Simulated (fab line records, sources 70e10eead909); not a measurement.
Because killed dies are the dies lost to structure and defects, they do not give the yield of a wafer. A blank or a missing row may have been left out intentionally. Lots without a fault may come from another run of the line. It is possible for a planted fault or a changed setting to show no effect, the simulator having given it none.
A struck lot beside a sound one / flow nandHarc / 14 out of 1159 route steps
Sound: these wafers, L380.3, L380.5, L380.6. Struck: wafer L386.6. (L386.1, L386.3 of the same lot were not struck and are left out.) The cause comes at the end.
For every step that has rows: the tool of each side, followed by ch and its chambers, followed by its first start. Under that, the readings that differ: sound wafers / struck wafers / difference of the means / sigmas: that difference in standard deviations of wafers without a fault.
alike: words and numbers the same on both sides, and readings whose means are apart by under 2 such deviations; not compared: readings that were withheld, readings missing a value for some wafer, numbers with overlapping values and no deviation given by the record, and bounds like >300 which may hide the same value.
The two part at a step that has a row with sigmas, a row that says differs or no value, or rows on one side only. Non-overlapping numbers with no deviation appear without sigmas and do not part them. Lack of a reading on every wafer of one side parts them only where that side has two or more wafers.

NHARC_A_CHANNEL_FILL_D1_ALD_15: deposits SiNx, target thk 2 nm, pulse time 60 s, ald cycles 19.
  sound on aldSinBatch-02 ch 0; struck on aldSinBatch-03 ch 0
  alike: precursorPulseHeightRel
  not compared: aldCycles, susceptorTempC
NHARC_A_CHANNEL_FILL_D1_ALD_16: deposits SiO2, target thk 1.5 nm, pulse time 10 s, ald cycles 15.
  sound on aldHk-01 ch 2,3, day 12 13:14; struck on aldHk-01 ch 0, day 13 06:22
  alike: heaterPowerW, precursorPulseHeightRel, susceptorTempC
  not compared: aldCycles, sinceWetCleanH
then, 2 steps without rows for these wafers: NHARC_A_CHANNEL_FILL_D1_ANNEAL_17 (time 1800 s); NHARC_A_CHANNEL_FILL_D1_CVD_18 (deposits poly-Si, target thk 3 nm).
NHARC_A_CHANNEL_FILL_D1_ETCHBACK_19: etches the open film in HBr/Cl2, target depth 5 nm, time 1.7 s.
  sound on rieSi-03 ch 0,1,3, day 13 02:26; struck on rieSi-04 ch 0, day 13 18:23
reading=oesProductAu (a.u.); sound=0.981 0.991 0.986; struck=1.040; difference=+0.054; sigmas=+4
  alike: drypumpMotorCurrentA, hbrFlowSccm, throttleValvePct
  not compared: rfHoursCounterH
NHARC_A_CHANNEL_FILL_D1_ETCHBACK_20: etches the open film in C4F8/O2/Ar, target depth 27 nm, time 13.5 s.
  sound on rieDiel-08 ch 0,1,2, day 13 02:34; struck on rieDiel-05 ch 3, day 13 18:31
  alike: oesProductAu, rfVppV
  not compared: rfHoursCounterH
then, 5 steps without rows for these wafers: NHARC_A_CHANNEL_FILL_D1_STRIP_28 (strips in O2, time 20 s); NHARC_A_CHANNEL_FILL_D1_PRECLEAN_21 (cleans in dHF, time 30 s); NHARC_A_CHANNEL_FILL_D1_SRD_23; NHARC_A_CHANNEL_FILL_D1_CVD_05 (deposits poly-Si, target thk 5 nm); NHARC_A_CHANNEL_FILL_D1_ANNEAL_22 (time 7200 s).
NHARC_A_CHANNEL_FILL_D1_ALD_25: deposits SiOx, target thk 60 nm, pulse time 10 s, ald cycles 600.
  sound on aldHk-02 ch 0,3, day 14 04:04; struck on aldHk-04 ch 0, day 14 14:42
reading=aldCycles; sound=600 600 600; struck=285; difference=-315; sigmas=
  alike: heaterPowerW, precursorPulseHeightRel, susceptorTempC
  not compared: sinceWetCleanH
NHARC_A_CHANNEL_FILL_D1_ETCHBACK_08: etches the open film in C4F8, target depth 220 nm, time 110 s.
  sound on rieDiel-05 ch 1,2; struck on rieDiel-08 ch 1
  alike: oesProductAu, rfVppV
  not compared: rfHoursCounterH
-- jump in the record: it breaks off in module A_CHANNEL_FILL_D1 and resumes in module END (first step shown: number 1159 of the route), and 10 days separate the struck wafers' starts before and after --
NHARC_END_SORT_01:
  sound on prober-02 ch 0, day 24 03:35; struck on prober-01 ch 0, day 24 21:32
reading=killedOpen; sound=5 5 7; struck=0; difference=-6; sigmas=-3
  alike: killedAtArray, killedAtOther, killedAtPeriphery, killedDies, killedShort

== WHERE THEY PART ==
At NHARC_A_CHANNEL_FILL_D1_ETCHBACK_19 first; at NHARC_END_SORT_01 last (within this record only).

WHY: what the simulator had put in
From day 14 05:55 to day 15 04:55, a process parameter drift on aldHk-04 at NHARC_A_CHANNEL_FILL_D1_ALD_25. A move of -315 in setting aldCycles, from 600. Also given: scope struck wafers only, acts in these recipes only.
